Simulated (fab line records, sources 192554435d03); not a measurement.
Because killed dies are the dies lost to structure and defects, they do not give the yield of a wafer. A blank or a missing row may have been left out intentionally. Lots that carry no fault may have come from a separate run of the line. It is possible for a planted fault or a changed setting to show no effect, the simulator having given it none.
The tool behind it: which one? + flow n5-finfet + 72 wafers from 24 lots sampled at 2 of the route's 1938 steps

== WHAT THE GAUGES READ, wafer by wafer ==
N5_BEOL_M1_OVL_MEAS_29.
| lot  | measured     | on         | V0_OVL (nm)    |
|------|--------------|------------|----------------|
| L074 | day 6 02:23  | overlay-01 | 0.8 0.2 -0.3   |
| L075 | day 6 10:48  | overlay-02 | -0.2 -0.1 0.0  |
| L076 | day 6 15:43  | overlay-02 | -0.1 0.6 1.2   |
| L077 | day 6 21:23  | overlay-01 | -1.4 0.0 -0.7  |
| L078 | day 7 00:08  | overlay-01 | 0.7 -0.3 -0.9  |
| L079 | day 7 05:28  | overlay-02 | -1.6 -0.6 -0.3 |
| L080 | day 7 14:44  | overlay-01 | 0.1 -0.2 0.0   |
| L081 | day 7 22:46  | overlay-01 | 0.2 0.8 -0.8   |
| L082 | day 8 03:19  | overlay-02 | -0.5 -0.4 -1.1 |
| L083 | day 8 11:51  | overlay-01 | 0.2 -0.4 -0.1  |
| L084 | day 8 17:26  | overlay-02 | 1.3 -0.5 0.6   |
| L085 | day 8 22:42  | overlay-01 | -0.5 0.7 0.6   |
| L086 | day 9 10:20  | overlay-02 | 0.6 0.8 0.7    |
| L088 | day 9 13:23  | overlay-01 | 0.5 -0.8 0.6   |
| L087 | day 9 13:25  | overlay-02 | 0.2 -0.4 -1.0  |
| L089 | day 9 21:19  | overlay-02 | 0.3 0.8 0.4    |
| L090 | day 10 00:46 | overlay-02 | -0.5 0.3 -0.6  |
| L091 | day 10 05:43 | overlay-01 | 0.2 -1.0 -0.4  |
| L092 | day 10 12:57 | overlay-02 | -1.3 -0.8 -1.2 |
| L093 | day 11 01:26 | overlay-02 | 0.9 0.3 0.4    |
| L094 | day 11 03:01 | overlay-02 | 0.6 0.2 0.0    |
| L095 | day 11 10:30 | overlay-02 | -0.3 0.6 -1.0  |
| L096 | day 12 00:52 | overlay-02 | 0.2 0.0 0.5    |
| L097 | day 12 03:22 | overlay-02 | 1.0 -0.5 0.9   |

== TOOL THAT RAN EACH LOT (tool first, then ch and the chambers of the sampled wafers, then the start) ==
| lot  | N5_BEOL_M1_ETCH_74                 |
|------|------------------------------------|
| L074 | rie-diel-03 ch 0,1, day 6 01:38    |
| L075 | rie-diel-01 ch 0,1,2, day 6 10:03  |
| L076 | rie-diel-02 ch 1,2, day 6 14:57    |
| L077 | rie-diel-01 ch 0,1, day 6 20:31    |
| L078 | rie-diel-02 ch 0,2,3, day 6 23:16  |
| L079 | rie-diel-03 ch 0,2,3, day 7 04:44  |
| L080 | rie-diel-01 ch 1,2,3, day 7 13:52  |
| L081 | rie-diel-03 ch 0,1, day 7 21:53    |
| L082 | rie-diel-01 ch 0,1,2, day 8 02:27  |
| L083 | rie-diel-03 ch 1,2,3, day 8 11:06  |
| L084 | rie-diel-03 ch 0,1,3, day 8 16:34  |
| L085 | rie-diel-02 ch 0,1,2, day 8 21:55  |
| L086 | rie-diel-03 ch 2,3, day 9 09:36    |
| L088 | rie-diel-03 ch 0,3, day 9 12:28    |
| L087 | rie-diel-01 ch 1,2,3, day 9 12:38  |
| L089 | rie-diel-03 ch 2,3, day 9 20:27    |
| L090 | rie-diel-02 ch 0,2,3, day 9 23:49  |
| L091 | rie-diel-01 ch 1,3, day 10 04:46   |
| L092 | rie-diel-01 ch 1,2,3, day 10 11:59 |
| L093 | rie-diel-01 ch 1,2,3, day 11 00:41 |
| L094 | rie-diel-01 ch 1,2,3, day 11 02:09 |
| L095 | rie-diel-02 ch 0,2, day 11 09:31   |
| L096 | rie-diel-03 ch 0,1,2, day 11 23:59 |
| L097 | rie-diel-01 ch 1,3, day 12 02:23   |
- N5_BEOL_M1_ETCH_74: etches underlayer in N2/H2, target depth 6.5 nm, time 5.2 s.

== WHAT THE TOOLS THEMSELVES READ (means of the sampled wafers that have a number; where no wafer has one, the mark that the record gives instead) ==
N5_BEOL_M1_ETCH_74.
| lot  | tool        | bias-w (W) | drypump-motor-current-A (A) | etch-rf-on-time-s (s) | h2-flow-sccm (sccm) | oes-product-au (a.u.) | rf-vpp-V (V) | showerhead-plenum-p-Torr (Torr) | throttle-valve-pct (%) |
|------|-------------|------------|-----------------------------|-----------------------|---------------------|-----------------------|--------------|---------------------------------|------------------------|
| L074 | rie-diel-03 | 149.7      | 5.9                         | 5.42                  | 200.6               | 0.63                  | 526.5        | 2.64                            | 17.93                  |
| L075 | rie-diel-01 | 150.1      | 5.8                         | 5.11                  | 200.2               | 0.64                  | 524.1        | 2.50                            | 17.88                  |
| L076 | rie-diel-02 | 150.1      | 5.4                         | 5.10                  | 199.8               | 0.68                  | 522.7        | 2.52                            | 17.83                  |
| L077 | rie-diel-01 | 150.4      | 5.5                         | 5.03                  | 200.2               | 0.63                  | 523.4        | 2.52                            | 17.86                  |
| L078 | rie-diel-02 | 150.0      | 5.6                         | 5.21                  | 199.4               | 0.65                  | 524.1        | 2.55                            | 17.99                  |
| L079 | rie-diel-03 | 149.9      | 5.8                         | 5.16                  | 199.3               | 0.62                  | 522.8        | 2.47                            | 17.84                  |
| L080 | rie-diel-01 | 150.3      | 5.7                         | 5.26                  | 199.9               | 0.64                  | 522.5        | 2.51                            | 17.96                  |
| L081 | rie-diel-03 | 149.6      | 6.1                         | 5.25                  | 200.1               | 0.64                  | 526.6        | 2.64                            | 18.07                  |
| L082 | rie-diel-01 | 149.7      | 5.8                         | 4.98                  | 200.4               | 0.64                  | 521.8        | 2.49                            | 17.91                  |
| L083 | rie-diel-03 | 149.7      | 6.0                         | 5.04                  | 199.4               | 0.63                  | 521.3        | 2.47                            | 17.98                  |
| L084 | rie-diel-03 | 149.9      | 5.9                         | 5.20                  | 199.9               | 0.62                  | 525.5        | 2.56                            | 17.92                  |
| L085 | rie-diel-02 | 150.0      | 5.7                         | 5.14                  | 200.1               | 0.67                  | 522.3        | 2.52                            | 18.04                  |
| L086 | rie-diel-03 | 150.3      | 5.9                         | 4.97                  | 199.5               | 0.72                  | 522.2        | 2.49                            | 17.68                  |
| L088 | rie-diel-03 | 150.3      | 5.7                         | 5.12                  | 199.7               | 0.62                  | 521.7        | 2.47                            | 17.74                  |
| L087 | rie-diel-01 | 150.0      | 5.7                         | 5.27                  | 199.8               | 0.62                  | 523.0        | 2.50                            | 17.98                  |
| L089 | rie-diel-03 | 150.0      | 5.9                         | 5.02                  | 200.2               | 0.77                  | 526.2        | 2.58                            | 17.70                  |
| L090 | rie-diel-02 | 150.1      | 5.6                         | 5.19                  | 199.9               | 0.63                  | 524.5        | 2.54                            | 18.02                  |
| L091 | rie-diel-01 | 150.2      | 5.5                         | 5.23                  | 199.8               | 0.61                  | 523.3        | 2.52                            | 17.95                  |
| L092 | rie-diel-01 | 149.6      | 5.7                         | 5.26                  | 200.4               | 0.62                  | 522.1        | 2.50                            | 18.00                  |
| L093 | rie-diel-01 | 149.7      | 5.7                         | 5.29                  | 200.5               | 0.61                  | 521.0        | 2.49                            | 18.01                  |
| L094 | rie-diel-01 | 149.7      | 5.7                         | 5.18                  | 199.6               | 0.62                  | 522.7        | 2.49                            | 18.02                  |
| L095 | rie-diel-02 | 149.9      | 5.5                         | 5.09                  | 199.9               | 0.59                  | 524.0        | 2.53                            | 18.23                  |
| L096 | rie-diel-03 | 149.9      | 6.0                         | 5.22                  | 199.7               | 0.68                  | 527.0        | 2.65                            | 17.95                  |
| L097 | rie-diel-01 | 149.5      | 5.5                         | 5.25                  | 200.0               | 0.60                  | 523.3        | 2.51                            | 17.99                  |

== THE ANSWER, worked out from the rows above alone ==
Rule: what is usual is taken from the lots themselves. Put in order of their means at a reading, lots are off if they are a third of the lots or fewer, leave a main group of 4 or more, and stand apart from it by a gap of 3 or more times the standard deviation of the main group's means; of several such gaps the widest counts. A main group is skipped when, at the precision printed for the reading in the tables above, its means are all equal. A lot without any number at a reading at which 4 lots or more have one is off too. All remaining lots with rows at the step are treated as sound. Order of review: gauges by route order, followed by the tools' own readings, for which a lot's mean as printed above is used. The first step at which some lot is off is used, and at that step the reading that is off furthest; a lot without a number counts as furthest.
No lot is off on any of the readings shown, so nothing can be concluded from this.

== WHAT THE SIMULATOR HAD INSERTED ==
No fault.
